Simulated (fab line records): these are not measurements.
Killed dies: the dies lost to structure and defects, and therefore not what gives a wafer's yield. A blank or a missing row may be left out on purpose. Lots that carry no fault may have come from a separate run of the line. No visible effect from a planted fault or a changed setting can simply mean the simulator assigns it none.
fab line records    flow n5-finfet
[record] lots = 7  wafers = 21
route steps=1938 shown WELL_APT@21 FIN_SAQP@94 DUMMY_GATE@223 SD_EPI_N@267
start-h: the number of hours between the record's first day and the start of the first shown wafer of the lot    wait-h: time in hours since the lot's previous step    " repeats the value in the row above    L1.1+2: a single row standing in for several wafers    - no value, or no start was given    * or withheld: withheld    < > ~ a bound
route shown NAME@n: NAME is a module with steps in the file, n the number in the route of the first one    usual: mean/standard deviation of fault-free wafers    same: alike in all rows    chamber/n: place in a boat    sites: each site's reading    _std_site: their standard deviation    _edge_site: outer sites' mean less inner sites'    radius-mm: for every site, how far away it sits from the centre of the wafer    mask NAME#n: copy n    behind: tool/chamber where the wafer was last shaped    hold: why the lot was held/for how many hours/how that ended    device: the n, p or np transistor that did not switch    end of line: the route-end tests of the same wafers    where a step has no rows: the recipe by itself    killed: not the wafer's yield, but the dies lost to structure and defects at the first sort    map: a wafer's dies, marking killed ones x, the rest . and places with no die _
set.NAME: the setting as run; set.NAME@STEP: as run at that earlier step    model.NAME: the simulator's own value behind a step, which no gauge read
lots whose settings were changed on purpose; a table a step, a row a wafer
[[steps]]
[step N5_WELL_APT_COAT_02]
[recipe] spin-rpm = 1357  resist-thk-nm = 950
lot.wafer  tool            chamber  start-h  wait-h  set.spin-rpm  model.coat_of_WELL_APT_COAT_02.thk-nm
L080.1     litho-track-04  0        -        -       1357          953.4
L080.3     "               0        "        "       1357          952.2
L080.6     "               0        "        "       1357          952.9
L083.2     litho-track-01  0        -        -       1439          927.2
L083.4     "               0        "        "       1357          953.6
L083.6     "               0        "        "       1439          923.9
L084.1     litho-track-02  0        -        -       1357          949.4
L084.3     "               0        "        "       1357          948.8
L084.6     "               0        "        "       1357          949.7
L086.1     litho-track-04  0        -        -       1318          967.2
L086.4     "               0        "        "       1357          952.7
L086.6     "               0        "        "       1357          950.4
L090.1     litho-track-04  0        -        -       1357          955.1
L090.3     "               0        "        "       1264          985.3
L090.5     "               0        "        "       1264          986.4
L093.2     litho-track-04  0        -        -       1357          947.2
L093.3     "               0        "        "       1479          907.3
L093.5     "               0        "        "       1479          907
L097.2     litho-track-01  0        -        -       1357          952.1
L097.3     "               0        "        "       1357          955.3
L097.5     "               0        "        "       1428          930
[step N5_FIN_SAQP_ALD_61]
[recipe] material = SiO2  target-thk-a = 40  temp-c = 300  ald-precursor-family = BDEAS  ald-co-reactant = O2-plasma  pulse-time-s = 1  purge-time-s = 2  co-reactant-purge-time-s = 2  ald-cycles = 43  pressure-torr = 2
lot.wafer  tool        chamber  start-h  wait-h  set.ald-cycles  model.SiO2_of_FIN_SAQP_ALD_61.thk-nm
L080.1     ald-sin-04  0        56.14    0.0     43              3.972
L080.3     "           2        "        "       43              3.989
L080.6     "           3        "        "       43              3.966
L083.2     ald-sin-02  0        75.07    0.1     43              4.003
L083.4     "           2        "        "       43              3.984
L083.6     "           0        "        "       46              4.269
L084.1     ald-sin-04  2        80.53    0.0     43              3.988
L084.3     "           0        "        "       46              4.234
L084.6     "           2        "        "       43              3.982
L086.1     ald-sin-03  2        92.86    0.0     43              3.991
L086.4     "           0        "        "       46              4.272
L086.6     "           1        "        "       46              4.286
L090.1     ald-sin-02  1        116.39   0.0     43              3.986
L090.3     "           1        "        "       43              3.967
L090.5     "           1        "        "       43              3.991
L093.2     ald-sin-04  1        134.30   0.0     43              3.969
L093.3     "           3        "        "       43              3.965
L093.5     "           3        "        "       43              3.993
L097.2     ald-sin-04  3        159.42   1.6     43              4.01
L097.3     "           2        "        "       47              4.352
L097.5     "           3        "        "       43              4.002
[step N5_FIN_SAQP_PECVD_48]
[recipe] material = SiNx  target-thk-a = 250  temp-c = 400  precursor = SiH4/NH3/N2  pressure-torr = 1.5  rf-w = 300  time-s = 22.1
lot.wafer  tool      chamber  start-h  wait-h  set.time-s  model.SiNx_of_FIN_SAQP_PECVD_48.thk-nm
L080.1     pecvd-03  2        56.72    0.0     22.1        24.4
L080.3     "         0        "        "       22.1        24.41
L080.6     "         2        "        "       22.1        24.67
L083.2     pecvd-03  0        75.88    0.0     22.1        24.42
L083.4     "         0        "        "       22.1        24.97
L083.6     "         2        "        "       22.1        24.75
L084.1     pecvd-01  2        81.13    0.0     19.59       21.38
L084.3     "         0        "        "       22.1        24.95
L084.6     "         0        "        "       22.1        25.08
L086.1     pecvd-04  1        93.45    0.0     22.1        24.66
L086.4     "         1        "        "       22.1        25.13
L086.6     "         1        "        "       22.1        25.01
L090.1     pecvd-01  0        117.24   0.0     22.1        24.96
L090.3     "         2        "        "       23.79       26.41
L090.5     "         2        "        "       23.79       27.07
L093.2     pecvd-03  0        134.96   0.0     23.78       26.89
L093.3     "         2        "        "       23.78       26.64
L093.5     "         0        "        "       23.78       27.2
L097.2     pecvd-04  1        160.00   0.0     22.1        24.88
L097.3     "         0        "        "       22.1        24.86
L097.5     "         0        "        "       22.1        25.25
[step N5_FIN_SAQP_PECVD_06]
[recipe] material = a-Si  target-thk-a = 600  temp-c = 400  precursor = SiH4/He  pressure-torr = 3  rf-w = 100  time-s = 48.1
[step N5_FIN_SAQP_HM_OPEN_73]
[recipe] chemistry = CHF3/O2  target = SiO2  stop-on = a-Si  target-depth-a = 120  over-etch-frac = 1.8  mask-material = SOC  time-s = 16.8  pressure-mtorr = 30  source-w = 650  bias-w = 170  Ar_flow_sccm = 200  CHF3_flow_sccm = 50  O2_flow_sccm = 5  ion-energy-ev = 200  ends = end-point
[step N5_FIN_SAQP_STRIP_74]
[recipe] chemistry = CHF3/O2  resist = SiARC  rf-frequency-hz = 6e+07
[step N5_FIN_SAQP_MANDREL_ETCH_22]
[recipe] target-depth-a = 600  chemistry = HBr/Cl2  target = a-Si  stop-on = SiNx  bt-time-s = 10  over-etch-frac = 0.5  time-s = 30  pressure-mtorr = 10  icp-w = 800  bias-w = 75  HBr_flow_sccm = 150  Cl2_flow_sccm = 80  ends = end-point
lot.wafer  tool       chamber  start-h  wait-h  set.time-s@FIN_SAQP_PECVD_48  model.SiNx_of_FIN_SAQP_PECVD_48.thk-nm
L080.1     rie-si-05  0        57.73    0.0     22.1                          24.05
L080.3     "          1        "        "       22.1                          24.22
L080.6     "          2        "        "       22.1                          24.67
L083.2     rie-si-03  0        76.92    0.0     22.1                          24.39
L083.4     "          2        "        "       22.1                          24.66
L083.6     "          3        "        "       22.1                          24.7
L084.1     rie-si-06  2        82.20    0.0     19.59                         21.25
L084.3     "          0        "        "       22.1                          24.73
L084.6     "          0        "        "       22.1                          24.86
L086.1     rie-si-05  3        94.61    0.0     22.1                          24.58
L086.4     "          1        "        "       22.1                          24.94
L086.6     "          3        "        "       22.1                          24.93
L090.1     rie-si-03  0        118.25   0.0     22.1                          24.93
L090.3     "          2        "        "       23.79                         26.11
L090.5     "          3        "        "       23.79                         27.02
L093.2     rie-si-03  3        135.95   0.0     23.78                         26.85
L093.3     "          1        "        "       23.78                         26.61
L093.5     "          1        "        "       23.78                         27.17
L097.2     rie-si-03  3        161.21   0.0     22.1                          24.83
L097.3     "          2        "        "       22.1                          24.56
L097.5     "          0        "        "       22.1                          25.23
[step N5_FIN_SAQP_SPACER1_ALD_24]
[recipe] material = SiO2  target-thk-a = 203  temp-c = 300  ald-precursor-family = BDEAS  ald-co-reactant = O2-plasma  pulse-time-s = 1  purge-time-s = 2  co-reactant-purge-time-s = 2  ald-cycles = 218  pressure-torr = 2
lot.wafer   tool        chamber  start-h  wait-h  set.temp-c  model.SiO2_of_FIN_SAQP_SPACER1_ALD_24.thk-nm
L080.1+3+6  ald-sin-04  3,2,1    59.15    0.6     300         20.4
L083.2      ald-sin-03  0        77.73    0.3     300         20.2
L083.4      "           2        "        "       288.4       21.2
L083.6      "           2        "        "       288.4       21.4
L084.1      ald-sin-03  1        83.06    0.3     306.7       20.2
L084.3      "           3        "        "       300         20.2
L084.6      "           0        "        "       300         20.4
L086.1      ald-sin-02  1        95.69    0.5     287.5       21
L086.4      "           0        "        "       300         20.4
L086.6      "           1        "        "       287.5       21.2
L090.1      ald-sin-04  1        119.11   0.3     300         20.4
L090.3+5    "           3,2      "        "       300         20.6
L093.2      ald-sin-02  2        137.12   0.5     300         20.4
L093.3+5    "           1,0      "        "       300         20.2
L097.2      ald-sin-02  2        162.12   0.3     310.1       20
L097.3      "           1        "        "       300         20.2
L097.5      "           2        "        "       300         20.4
[step N5_FIN_SAQP_SPACER1_ETCHBACK_25]
[recipe] chemistry = CHF3/O2  mode = anisotropic-etchback  target = SiO2  target-depth-a = 244  time-s = 12.2  pressure-mtorr = 30  source-w = 650  bias-w = 170  Ar_flow_sccm = 200  CHF3_flow_sccm = 50  O2_flow_sccm = 5  ion-energy-ev = 200
[step N5_FIN_SAQP_MANDREL1_REMOVE_56]
[recipe] chemistry = HBr/Cl2/O2  bt-time-s = 10  target = a-Si  stop-on = SiNx  endpoint = OES-SiCl  over-etch-frac = 1  icp-w = 600  bias-w = 22  HBr_flow_sccm = 150  Cl2_flow_sccm = 80  O2_flow_sccm = 5  pressure-mtorr = 10
lot.wafer   tool       chamber  start-h  wait-h  set.temp-c@FIN_SAQP_SPACER1_ALD_24  model.FIN_SAQP.cd-nm
L080.1+6    rie-si-03  2,3      59.95    0.1     300                                 20.4
L080.3      "          1        "        "       300                                 20.2
L083.2      rie-si-06  3        78.57    0.1     300                                 20.2
L083.4      "          1        "        "       288.4                               21.4
L083.6      "          3        "        "       288.4                               21.2
L084.1      rie-si-05  3        83.87    0.1     306.7                               20.2
L084.3+6    "          1        "        "       300                                 20.2
L086.1+6    rie-si-03  0,3      96.50    0.1     287.5                               21.2
L086.4      "          2        "        "       300                                 20.2
L090.1+3+5  rie-si-05  2,0,1    119.91   0.1     300                                 20.6
L093.2      rie-si-06  1        137.93   0.1     300                                 20.4
L093.3+5    "          0        "        "       300                                 20.2
L097.2      rie-si-03  0        162.94   0.1     310.1                               20
L097.3      "          1        "        "       300                                 20.2
L097.5      "          3        "        "       300                                 20.6
[step N5_FIN_SAQP_ETCH_57]
[recipe] chemistry = CH3F/O2  target = SiNx  mask-material = SiO2  target-depth-a = 325  time-s = 46.4  pressure-mtorr = 30  source-w = 395  bias-w = 73  Ar_flow_sccm = 150  CH3F_flow_sccm = 30  O2_flow_sccm = 20  ion-energy-ev = 120  ends = cleared
[usual] etch-rf-on-time-s = 45.7/0.97
lot.wafer  tool         chamber  start-h  wait-h  set.time-s@FIN_SAQP_PECVD_48  etch-rf-on-time-s  model.etch.depth-nm
L080.1     rie-diel-04  2        60.11    0.0     22.1                          44.7               24.05
L080.3     "            3        "        "       22.1                          44.3               24.22
L080.6     "            2        "        "       22.1                          45.3               24.67
L083.2     rie-diel-05  3        78.98    0.3     22.1                          44.5               24.39
L083.4     "            2        "        "       22.1                          45.4               24.66
L083.6     "            3        "        "       22.1                          45.4               24.7
L084.1     rie-diel-04  2        84.04    0.1     19.59                         39.1               21.25
L084.3     "            0        "        "       22.1                          45.1               24.73
L084.6     "            1        "        "       22.1                          44.8               24.86
L086.1     rie-diel-05  0        96.65    0.0     22.1                          45.1               24.58
L086.4     "            3        "        "       22.1                          46.1               24.94
L086.6     "            3        "        "       22.1                          46.8               24.93
L090.1     rie-diel-04  0        120.07   0.0     22.1                          46.1               24.93
L090.3     "            3        "        "       23.79                         48.1               26.11
L090.5     "            1        "        "       23.79                         49.3               27.02
L093.2     rie-diel-05  0        138.10   0.1     23.78                         49.2               26.85
L093.3     "            1        "        "       23.78                         49.5               26.61
L093.5     "            1        "        "       23.78                         51.1               27.17
L097.2     rie-diel-06  3        163.17   0.1     22.1                          46.1               24.83
L097.3     "            2        "        "       22.1                          45.6               24.56
L097.5     "            2        "        "       22.1                          47.2               25.23
[step N5_DUMMY_GATE_COAT_35]
[recipe] resist = SiARC  temp-c = 220  time-s = 60  spin-rpm = 1500  resist-thk-nm = 10
lot.wafer   tool            chamber  start-h  wait-h  set.spin-rpm  model.SiARC_of_DUMMY_GATE_COAT_35.thk-nm
L080.1+3+6  litho-track-04  0        -        -       1500          10
L083.2+6    litho-track-04  0        -        -       1383          10.4
L083.4      "               0        "        "       1500          10
L084.1+3    litho-track-05  0        -        -       1560          9.8
L084.6      "               0        "        "       1500          10
L086.1+4+6  litho-track-03  0        -        -       1500          10
L090.1+3+5  litho-track-05  0        -        -       1414          10.2
L093.2+3    litho-track-04  0        -        -       1602          9.8
L093.5      "               0        "        "       1500          10
L097.2+3+5  litho-track-05  0        -        -       1500          10
[step N5_SD_EPI_N_EXPOSE_06]
[recipe] mask-id = SD_N_BLK  na = 1.35  source-shape = conventional  sigma-outer = 0.8  polarization = unpolarized  target-cd-nm = 120  dose-mj = 39.75
lot.wafer   tool             chamber  start-h  wait-h  mask        set.dose-mj
L080.1+3+6  arfi-scanner-03  0        89.08    -       SD_N_BLK#0  39.75
L083.2+6    arfi-scanner-03  0        104.67   -       SD_N_BLK#0  36.8
L083.4      "                0        "        "       SD_N_BLK#0  39.75
L084.1+6    arfi-scanner-03  0        108.63   -       SD_N_BLK#0  39.75
L084.3      "                0        "        "       SD_N_BLK#0  42.46
L086.1+4    arfi-scanner-03  0        120.96   -       SD_N_BLK#0  39.75
L086.6      "                0        "        "       SD_N_BLK#0  42.09
L090.1+3+5  arfi-scanner-01  0        144.74   -       SD_N_BLK#0  39.75
L093.2+3    arfi-scanner-03  0        164.67   -       SD_N_BLK#0  39.75
L093.5      "                0        "        "       SD_N_BLK#0  36.83
L097.2+3+5  arfi-scanner-03  0        192.91   -       SD_N_BLK#0  39.75
[step N5_SD_EPI_N_PEB_07]
[recipe] peb-temp-c = 110  peb-time-s = 60  resist = CAR-ArF-block
[step N5_SD_EPI_N_DEVELOP_08]
[recipe] develop-time-s = 30  developer = TMAH  resist = CAR-ArF-block  dev-temp-c = 23  rinse-liquid = diw  dry = air-spin
[step N5_SD_EPI_N_CD_MEAS_09]
[recipe] target-cd-nm = 120  landing-energy-ev = 500  detector = se-inlens
[usual] cd-nm = 120.1/1
lot.wafer  tool       chamber  start-h  wait-h  set.dose-mj@SD_EPI_N_EXPOSE_06  cd-nm
L080.1     cd-sem-01  0        89.20    -       39.75                           121.8
L080.3     "          0        "        "       39.75                           121.8
L080.6     "          0        "        "       39.75                           120.6
L083.2     cd-sem-03  0        104.79   -       36.8                            113.8
L083.4     "          0        "        "       39.75                           118.6
L083.6     "          0        "        "       36.8                            114.2
L084.1     cd-sem-03  0        108.75   -       39.75                           120.4
L084.3     "          0        "        "       42.46                           123.8
L084.6     "          0        "        "       39.75                           120.9
L086.1     cd-sem-03  0        121.08   -       39.75                           119.8
L086.4     "          0        "        "       39.75                           119.8
L086.6     "          0        "        "       42.09                           123.1
L090.1     cd-sem-01  0        144.86   -       39.75                           119.0
L090.3     "          0        "        "       39.75                           119.7
L090.5     "          0        "        "       39.75                           120.4
L093.2     cd-sem-01  0        164.79   -       39.75                           119.9
L093.3     "          0        "        "       39.75                           120.5
L093.5     "          0        "        "       36.83                           115.5
L097.2     cd-sem-02  0        193.03   -       39.75                           119.0
L097.3     "          0        "        "       39.75                           119.3
L097.5     "          0        "        "       39.75                           118.9
[step N5_SD_EPI_N_DESCUM_14]
[recipe] chemistry = O2  time-s = 7.9  source-power-w = 50  bias-power-w = 20  pressure-mtorr = 20  rf-frequency-hz = 2.712e+07  temp-c = 40  resist = CAR-ArF-block  o2-flow-sccm = 225
lot.wafer  tool         chamber  start-h  wait-h  set.dose-mj@SD_EPI_N_EXPOSE_06  model.SD_EPI_N.cd-nm
L080.1     rie-diel-04  1        89.29    0.0     39.75                           122
L080.3     "            3        "        "       39.75                           121.6
L080.6     "            1        "        "       39.75                           120.4
L083.2     rie-diel-05  2        104.87   0.0     36.8                            113.6
L083.4     "            1        "        "       39.75                           119
L083.6     "            3        "        "       36.8                            114.2
L084.1     rie-diel-04  0        108.84   0.0     39.75                           120.6
L084.3     "            3        "        "       42.46                           124
L084.6     "            3        "        "       39.75                           120.8
L086.1     rie-diel-06  0        121.17   0.0     39.75                           119.8
L086.4     "            3        "        "       39.75                           119.2
L086.6     "            0        "        "       42.09                           123.4
L090.1     rie-diel-05  2        144.95   0.0     39.75                           118.8
L090.3     "            1        "        "       39.75                           119.6
L090.5     "            2        "        "       39.75                           120.4
L093.2     rie-diel-06  3        165.16   0.3     39.75                           119.8
L093.3     "            1        "        "       39.75                           120.2
L093.5     "            3        "        "       36.83                           115.2
L097.2     rie-diel-04  0        193.74   0.7     39.75                           118.8
L097.3     "            2        "        "       39.75                           119.4
L097.5     "            2        "        "       39.75                           119.2
[step N5_SD_EPI_N_ETCH_34]
[recipe] chemistry = CF4  target = SiARC  target-depth-a = 455  mask-material = CAR-ArF-block  time-s = 75.8  ion-energy-ev = 80  pressure-mtorr = 40  source-w = 545  bias-w = 36  Ar_flow_sccm = 100  cf4-flow-sccm = 100  ends = cleared
[step N5_SD_EPI_N_ETCH_35]
[recipe] chemistry = N2/H2  target = SOC  overetch-a = 1080  mask-material = SiARC  temp-c = 40  ion-energy-ev = 100  source-w = 3000  bias-w = 133  pressure-mtorr = 20  time-s = 486  n2-flow-sccm = 200  h2-flow-sccm = 200
lot.wafer  tool         chamber  start-h  wait-h  set.dose-mj@SD_EPI_N_EXPOSE_06  model.SD_EPI_N.cd-nm
L080.1     rie-diel-04  1        89.38    0.0     39.75                           121.8
L080.3     "            3        "        "       39.75                           121
L080.6     "            1        "        "       39.75                           120
L083.2     rie-diel-05  2        104.96   0.0     36.8                            112.4
L083.4     "            1        "        "       39.75                           118
L083.6     "            3        "        "       36.8                            111.8
L084.1     rie-diel-04  0        108.93   0.0     39.75                           120.8
L084.3     "            3        "        "       42.46                           123.4
L084.6     "            3        "        "       39.75                           119.8
L086.1     rie-diel-06  0        121.26   0.0     39.75                           119
L086.4     "            3        "        "       39.75                           118.4
L086.6     "            0        "        "       42.09                           123.2
L090.1     rie-diel-05  2        145.04   0.0     39.75                           118
L090.3     "            1        "        "       39.75                           118.8
L090.5     "            2        "        "       39.75                           119
L093.2     rie-diel-06  3        165.26   0.0     39.75                           117.8
L093.3     "            1        "        "       39.75                           120.2
L093.5     "            3        "        "       36.83                           113.6
L097.2     rie-diel-04  0        193.83   0.0     39.75                           120
L097.3     "            2        "        "       39.75                           118.2
L097.5     "            2        "        "       39.75                           119.6
[step N5_SD_EPI_N_STRIP_36]
[recipe] chemistry = N2/H2  temp-c = 40  n2-flow-sccm = 200  h2-flow-sccm = 200  rf-frequency-hz = 6e+07
[step N5_SD_EPI_N_ETCHBACK_44]
[recipe] chemistry = CH3F/O2  mode = anisotropic-etchback  target = SiNx  target-depth-a = 145  stop-on = SiO2  over-etch-frac = 0.3  ion-energy-ev = 120  pressure-mtorr = 30  source-w = 395  bias-w = 73  Ar_flow_sccm = 150  CH3F_flow_sccm = 30  O2_flow_sccm = 20
lot.wafer  tool         chamber  start-h  wait-h  set.dose-mj@SD_EPI_N_EXPOSE_06  model.SD_EPI_N.cd-nm
L080.1     rie-diel-04  1        89.71    0.0     39.75                           121.6
L080.3     "            3        "        "       39.75                           121
L080.6     "            1        "        "       39.75                           120
L083.2     rie-diel-05  2        105.29   0.0     36.8                            112.4
L083.4     "            1        "        "       39.75                           118
L083.6     "            3        "        "       36.8                            111.8
L084.1     rie-diel-04  0        109.26   0.0     39.75                           120.8
L084.3     "            3        "        "       42.46                           123.6
L084.6     "            3        "        "       39.75                           119.8
L086.1     rie-diel-06  0        121.59   0.0     39.75                           119
L086.4     "            3        "        "       39.75                           118.4
L086.6     "            0        "        "       42.09                           123.4
L090.1     rie-diel-05  2        145.37   0.0     39.75                           118
L090.3     "            1        "        "       39.75                           118.8
L090.5     "            2        "        "       39.75                           119
L093.2     rie-diel-06  3        165.58   0.0     39.75                           117.8
L093.3     "            1        "        "       39.75                           120
L093.5     "            3        "        "       36.83                           113.4
L097.2     rie-diel-04  0        194.16   0.0     39.75                           120.2
L097.3     "            2        "        "       39.75                           118.4
L097.5     "            2        "        "       39.75                           119.6
[step N5_SD_EPI_N_ETCH_45]
[recipe] chemistry = CH3F/O2  target = SiOCN  target-depth-a = 60  mask-material = SOC  ion-energy-ev = 60  bias-w = 29  pressure-mtorr = 15  source-w = 410  Ar_flow_sccm = 150  CH3F_flow_sccm = 30  O2_flow_sccm = 20
[step N5_SD_EPI_N_ETCH_16]
[recipe] chemistry = CHF3/O2  target = SiO2  target-depth-a = 50  mask-material = SOC  pressure-mtorr = 30  source-w = 650  bias-w = 170  Ar_flow_sccm = 200  CHF3_flow_sccm = 50  O2_flow_sccm = 5  ion-energy-ev = 200
lot.wafer  tool         chamber  start-h  wait-h  set.dose-mj@SD_EPI_N_EXPOSE_06  model.SD_EPI_N.cd-nm
L080.1     rie-diel-04  1        89.91    0.1     39.75                           121.8
L080.3     "            3        "        "       39.75                           121.2
L080.6     "            1        "        "       39.75                           120.2
L083.2     rie-diel-05  2        105.49   0.1     36.8                            112.6
L083.4     "            1        "        "       39.75                           118.2
L083.6     "            3        "        "       36.8                            111.8
L084.1     rie-diel-04  0        109.46   0.1     39.75                           121
L084.3     "            3        "        "       42.46                           123.6
L084.6     "            3        "        "       39.75                           120
L086.1     rie-diel-06  0        121.79   0.1     39.75                           119
L086.4     "            3        "        "       39.75                           118.4
L086.6     "            0        "        "       42.09                           123.4
L090.1     rie-diel-05  2        145.57   0.1     39.75                           118
L090.3     "            1        "        "       39.75                           118.8
L090.5     "            2        "        "       39.75                           119
L093.2     rie-diel-06  3        165.78   0.1     39.75                           117.8
L093.3     "            1        "        "       39.75                           120.2
L093.5     "            3        "        "       36.83                           113.6
L097.2     rie-diel-04  0        194.36   0.1     39.75                           120
L097.3     "            2        "        "       39.75                           118.4
L097.5     "            2        "        "       39.75                           119.6
[[key]]
[split] step = N5_WELL_APT_COAT_02  setting = spin-rpm  stated = 1357  by = wafer
[response] step = N5_WELL_APT_COAT_02  reading = model.coat_of_WELL_APT_COAT_02.thk-nm  change = -4.55  per = 1%  r = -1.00
[split] step = N5_FIN_SAQP_ALD_61  setting = ald-cycles  stated = 43  by = wafer
[response] step = N5_FIN_SAQP_ALD_61  reading = model.SiO2_of_FIN_SAQP_ALD_61.thk-nm  change = +0.0382  per = 1%  r = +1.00
[split] step = N5_FIN_SAQP_PECVD_48  setting = time-s  stated = 22.1  by = wafer
[response] step = N5_FIN_SAQP_PECVD_48  reading = model.SiNx_of_FIN_SAQP_PECVD_48.thk-nm  change = +0.293  per = 1%  r = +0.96
[response] step = N5_FIN_SAQP_MANDREL_ETCH_22  reading = model.SiNx_of_FIN_SAQP_PECVD_48.thk-nm  change = +0.281  per = 1%  r = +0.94
[response] step = N5_FIN_SAQP_ETCH_57  reading = etch-rf-on-time-s  change = *  per = 1%  r = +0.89
[response] step = N5_FIN_SAQP_ETCH_57  reading = model.etch.depth-nm  change = +0.281  per = 1%  r = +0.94
[split] step = N5_FIN_SAQP_SPACER1_ALD_24  setting = temp-c  stated = 300  by = wafer
[response] step = N5_FIN_SAQP_SPACER1_ALD_24  reading = model.SiO2_of_FIN_SAQP_SPACER1_ALD_24.thk-nm  change = -0.173  per = 1%  r = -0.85
[response] step = N5_FIN_SAQP_MANDREL1_REMOVE_56  reading = model.FIN_SAQP.cd-nm  change = -0.201  per = 1%  r = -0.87
[split] step = N5_DUMMY_GATE_COAT_35  setting = spin-rpm  stated = 1500  by = wafer
[response] step = N5_DUMMY_GATE_COAT_35  reading = model.SiARC_of_DUMMY_GATE_COAT_35.thk-nm  change = -0.0429  per = 1%  r = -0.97
[split] step = N5_SD_EPI_N_EXPOSE_06  setting = dose-mj  stated = 39.75  by = wafer
[response] step = N5_SD_EPI_N_CD_MEAS_09  reading = cd-nm  change = +0.578  per = 1%  r = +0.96
[response] step = N5_SD_EPI_N_DESCUM_14  reading = model.SD_EPI_N.cd-nm  change = +0.623  per = 1%  r = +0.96
[response] step = N5_SD_EPI_N_ETCH_35  reading = model.SD_EPI_N.cd-nm  change = +0.689  per = 1%  r = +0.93
[response] step = N5_SD_EPI_N_ETCHBACK_44  reading = model.SD_EPI_N.cd-nm  change = +0.706  per = 1%  r = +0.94
[response] step = N5_SD_EPI_N_ETCH_16  reading = model.SD_EPI_N.cd-nm  change = +0.699  per = 1%  r = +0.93
